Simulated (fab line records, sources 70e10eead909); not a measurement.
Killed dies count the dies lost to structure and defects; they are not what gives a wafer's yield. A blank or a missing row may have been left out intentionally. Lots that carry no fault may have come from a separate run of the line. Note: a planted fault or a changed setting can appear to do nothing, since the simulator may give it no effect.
Chamber matching	flow nand-harc	NHARC_A_STAIRCASE_CMP_472 on cmp-02 has 4 sister chambers
The step polishes SiO2. 8 wafers are shown with their chamber, then 9 later ones without.

## WAFERS, EACH WITH ITS CHAMBER
wafer	chamber	motor-current-A (A)	retaining-ring-pressure-frac
L082.4	1	12.7	1.003
L082.5	0	12.1	0.997
L085.1	3	12.6	1.009
L085.3	2	12.8	1.007
L085.6	0	11.7	0.992
L087.1	3	13.1	1.001
L087.5	1	12.6	0.993
L087.6	2	13.1	1.005

## WAFERS WITHOUT THEIR CHAMBER
wafer	motor-current-A (A)	retaining-ring-pressure-frac
L092.2	11.8	1.002
L092.3	12.3	0.996
L092.4	12.9	1.004
L088.1	13.6	0.998
L088.4	12.0	1.003
L088.6	12.2	0.996
L094.1	12.0	0.999
L094.3	11.9	1.011
L094.4	12.5	0.992

## WHICH CHAMBER EACH WENT THROUGH
wafer	from the rows above	in truth
L092.2	can't be placed: 0 or 1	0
L092.3	can't be placed: 1 or 0 or 3 or 2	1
L092.4	can't be placed: 3 or 2 or 1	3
L088.1	can't be placed: 2 or 3 or 1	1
L088.4	can't be placed: 0 or 1 or 3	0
L088.6	can't be placed: 0 or 1 or 3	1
L094.1	can't be placed: 0 or 1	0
L094.3	can't be placed: 0 or 3 or 1 or 2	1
L094.4	can't be placed: 1 or 0 or 3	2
Correctly placed: 0 of 9. From these rows, 9 cannot be placed; in 8 the true chamber is one of the candidates. 0 placed wrongly.
How it was worked out, from the rows above alone: a wafer's distance from a chamber is the root of the sum, over the readings, of the square of ((its reading less the chamber's mean) divided by the reading's scatter). The wafer belongs to the nearest chamber; if the next one is less than 2 further off, it can't be placed. The mean given for a chamber averages the wafers shown for that chamber. The scatter is the square root of a quotient: the sum, over the shown wafers, of each reading's squared deviation from its chamber's mean, divided by wafers minus chambers.
